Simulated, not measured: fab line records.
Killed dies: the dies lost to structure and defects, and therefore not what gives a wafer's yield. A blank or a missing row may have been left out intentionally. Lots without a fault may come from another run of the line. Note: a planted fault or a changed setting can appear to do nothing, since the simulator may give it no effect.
Matching of chambers -- flow n5 finfet -- 3 sister chambers for N5_BEOL_M9_CURE_71 on uv cure-02
The step cures SiCOH lowk, time 240 s. 3 wafers are shown with their chamber, then 8 later ones without.

## EACH WAFER AND ITS CHAMBER
wafer,chamber,wafer_temp_C_max
L078.6,2,386.4
L085.3,0,388.2
L089.1,1,386.5

## WAFERS WHOSE CHAMBER IS MISSING
wafer,wafer_temp_C_max
L089.5,387.2
L089.6,386.8
L088.1,386.3
L088.4,386.1
L088.5,386.1
L093.1,387.6
L093.3,388.8
L093.4,389.4

## EACH ONE'S CHAMBER
wafer,from the rows above,in truth
L089.5,can't be placed: 1 or 2 or 0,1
L089.6,can't be placed: 1 or 2 or 0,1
L088.1,can't be placed: 2 or 1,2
L088.4,can't be placed: 2 or 1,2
L088.5,can't be placed: 2 or 1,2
L093.1,can't be placed: 0 or 1 or 2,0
L093.3,0,0
L093.4,0,0
2 of 8 placed correctly. Can't be placed from these rows: 6 (the true chamber is among the candidates in 6). Number placed wrongly: 0.
How it was worked out, from the rows above alone: a wafer's distance from a chamber is the root of the sum, over the readings, of the square of ((its reading less the chamber's mean) divided by the reading's scatter). If the next closest chamber is less than 2 further off than the closest, the wafer can't be placed; otherwise it belongs to the closest. Each chamber's mean is taken over the wafers shown for it. The scatter (one wafer shown for each chamber): square how far every hidden wafer sits from the nearest shown wafer, average those squares and take the square root.
